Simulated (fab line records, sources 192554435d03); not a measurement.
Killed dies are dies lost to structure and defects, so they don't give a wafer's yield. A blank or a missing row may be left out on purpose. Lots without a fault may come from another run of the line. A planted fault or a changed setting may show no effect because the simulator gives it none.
Split-lot experiment | flow n5_finfet | 7 lots, 36 wafers read, on a route of 1938 steps

THE SPLIT
At N5_BEOL_M8_TRENCH_ETCH_37 (etches SiCOH lowk in C4F6/O2, target depth 93.478 nm, time 31.2 s), the setting target_depth_a was moved away from the recipe's 934.78 angstrom on 12 of the 36 wafers read, by -16.5% to +57.1%. The other wafers ran this setting at the recipe's value.

FROM THE SPLIT TO THE READING: what the file shows between them, 11 steps
- N5_BEOL_M8_ETCH_41: etches SiCN in CH3F/O2, target depth 31.9 nm, time 57.8 s
- N5_BEOL_M8_STRIP_80: strips in N2/H2, time 10 s
- N5_BEOL_M8_OCD_MEAS_38
- N5_BEOL_M8_HM_STRIP_39: strips TiN in peroxide tin strip, target depth 25 nm, time 158 s
- N5_BEOL_M8_SRD_40: time 30 s
- N5_BEOL_M8_ECD_50: material Cu, target thk 300 nm
- N5_BEOL_M8_ANNEAL_51: time 90 s
- N5_BEOL_M8_CMP_52: polishes, stops on SiCOH lowk, t overpolish 6.9 s, target thk 80 nm
- N5_BEOL_M8_THK_MEAS_53: measures by xrf
- N5_BEOL_M8_PRE_CLEAN_55: time 15 s
- N5_BEOL_M8_DEP_56: deposits SiCN from 3MS/NH3, target thk 10 nm, time 17.5 s

THE READING
M8_RS, in ohm/sq, at N5_BEOL_M8_RS_MEAS_57 (measures by four-point-probe). Fault-free wafers of this fab line usually give 0.286 ohm/sq, standard deviation 0.0089 ohm/sq.

wafer  | tool, chamber at the split | target_depth_a as run, angstrom | against the recipe | M8_RS, ohm/sq | against lot-mates on the recipe
L077.1 | rie_diel-05, 0             | 934.78                          | recipe             | 0.284         | -
L077.3 | rie_diel-05, 2             | 934.78                          | recipe             | 0.287         | -
L077.6 | rie_diel-05, 3             | 934.78                          | recipe             | 0.274         | -
L085.1 | rie_diel-05, 1             | 780.9                           | -16.5%             | 0.366         | +0.078
L085.2 | rie_diel-05, 2             | 780.9                           | -16.5%             | 0.379         | +0.091
L085.3 | rie_diel-05, 3             | 934.78                          | recipe             | 0.273         | -
L085.4 | rie_diel-05, 0             | 934.78                          | recipe             | 0.296         | -
L085.5 | rie_diel-05, 1             | 934.78                          | recipe             | 0.294         | -
L085.6 | rie_diel-05, 0             | 780.9                           | -16.5%             | 0.376         | +0.088
L087.1 | rie_diel-01, 1             | 1469                            | +57.1%             | 0.159         | -0.124
L087.2 | rie_diel-01, 3             | 934.78                          | recipe             | 0.283         | -
L087.3 | rie_diel-01, 2             | 1469                            | +57.1%             | 0.160         | -0.123
L087.4 | rie_diel-01, 0             | 934.78                          | recipe             | 0.286         | -
L087.5 | rie_diel-01, 3             | 934.78                          | recipe             | 0.281         | -
L087.6 | rie_diel-01, 2             | 1469                            | +57.1%             | 0.156         | -0.127
L090.1 | rie_diel-01, 3             | 934.78                          | recipe             | 0.272         | -
L090.4 | rie_diel-01, 1             | 934.78                          | recipe             | 0.275         | -
L090.5 | rie_diel-01, 2             | 934.78                          | recipe             | 0.281         | -
L093.1 | rie_diel-05, 1             | 934.78                          | recipe             | 0.294         | -
L093.2 | rie_diel-05, 2             | 1101                            | +17.8%             | 0.238         | -0.051
L093.3 | rie_diel-05, 0             | 1101                            | +17.8%             | 0.236         | -0.053
L093.4 | rie_diel-05, 3             | 934.78                          | recipe             | 0.289         | -
L093.5 | rie_diel-05, 0             | 934.78                          | recipe             | 0.283         | -
L093.6 | rie_diel-05, 1             | 1101                            | +17.8%             | 0.235         | -0.054
L095.1 | rie_diel-05, 2             | 934.78                          | recipe             | 0.298         | -
L095.2 | rie_diel-05, 1             | 934.78                          | recipe             | 0.290         | -
L095.3 | rie_diel-05, 0             | 934.78                          | recipe             | 0.287         | -
L095.4 | rie_diel-05, 3             | 1127                            | +20.6%             | 0.218         | -0.074
L095.5 | rie_diel-05, 0             | 1127                            | +20.6%             | 0.224         | -0.068
L095.6 | rie_diel-05, 1             | 1127                            | +20.6%             | 0.229         | -0.063
L097.1 | rie_diel-03, 3             | 934.78                          | recipe             | 0.281         | -
L097.2 | rie_diel-03, 0             | 934.78                          | recipe             | 0.283         | -
L097.3 | rie_diel-03, 2             | 934.78                          | recipe             | 0.299         | -
L097.4 | rie_diel-03, 1             | 934.78                          | recipe             | 0.280         | -
L097.5 | rie_diel-03, 1             | 934.78                          | recipe             | 0.275         | -
L097.6 | rie_diel-03, 2             | 934.78                          | recipe             | 0.301         | -

THE FIT
A straight line over all 36 wafers: M8_RS changes by -0.00263 ohm/sq for each +1% of target_depth_a; r = -0.95; the points scatter about the line by 0.016 ohm/sq.
The same after taking each lot's own level away (the mean of its wafers on the recipe; 36 wafers): -0.00262 ohm/sq for each +1%; r = -0.95; scatter 0.016 ohm/sq.
On that fit, the largest move of target_depth_a shifts the reading by 0.15 ohm/sq.
The lots' own levels span 0.2760 to 0.2917 ohm/sq, that is 1.8 times the standard deviation above.
So the lot-to-lot level changes the slope little: the two slopes agree.
Check: with one of the wafers moved furthest among these (+57.1%) left out of the fit, the line predicts -0.153 ohm/sq for it against its lot-mates. It came out at -0.124 ohm/sq against them.

THE WHOLE CHAIN: every reading that the file lists as answering this split, in the file's order
step                      | what it does                                                        | reading                                                                          | change (the file's fit)                | r (the file's)
N5_BEOL_M8_TRENCH_ETCH_37 | etches SiCOH lowk in C4F6/O2, target depth 93.478 nm, time 31.2 s   | BEOL_M8.feature_depth_nm (the simulator's own value, which no gauge read)        | +0.951 nm for each +1% of the setting  | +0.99
N5_BEOL_M8_TRENCH_ETCH_37 | etches SiCOH lowk in C4F6/O2, target depth 93.478 nm, time 31.2 s   | etch.depth_nm (the simulator's own value, which no gauge read)                   | +0.951 nm for each +1% of the setting  | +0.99
N5_BEOL_M8_TRENCH_ETCH_37 | etches SiCOH lowk in C4F6/O2, target depth 93.478 nm, time 31.2 s   | TiN_of_BEOL_M8_HM_DEP_02.thk_nm (the simulator's own value, which no gauge read) | -0.0258 nm for each +1% of the setting | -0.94
N5_BEOL_M8_OCD_MEAS_38    |                                                                     | trench_depth_nm                                                                  | +0.948 nm for each +1% of the setting  | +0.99
N5_BEOL_M8_CMP_52         | polishes, stops on SiCOH lowk, t overpolish 6.9 s, target thk 80 nm | Cu_of_BEOL_M8_ECD_50.thk_nm (the simulator's own value, which no gauge read)     | +0.942 nm for each +1% of the setting  | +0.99
N5_BEOL_M8_THK_MEAS_53    | measures by xrf                                                     | M8_THK                                                                           | +0.945 for each +1% of the setting     | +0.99
N5_BEOL_M8_RS_MEAS_57     | measures by four-point-probe                                        | M8_RS                                                                            | -0.00255 for each +1% of the setting   | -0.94

THE FILE'S OWN FIT
M8_RS changes by -0.00255 ohm/sq for each +1% of target_depth_a, r = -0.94.
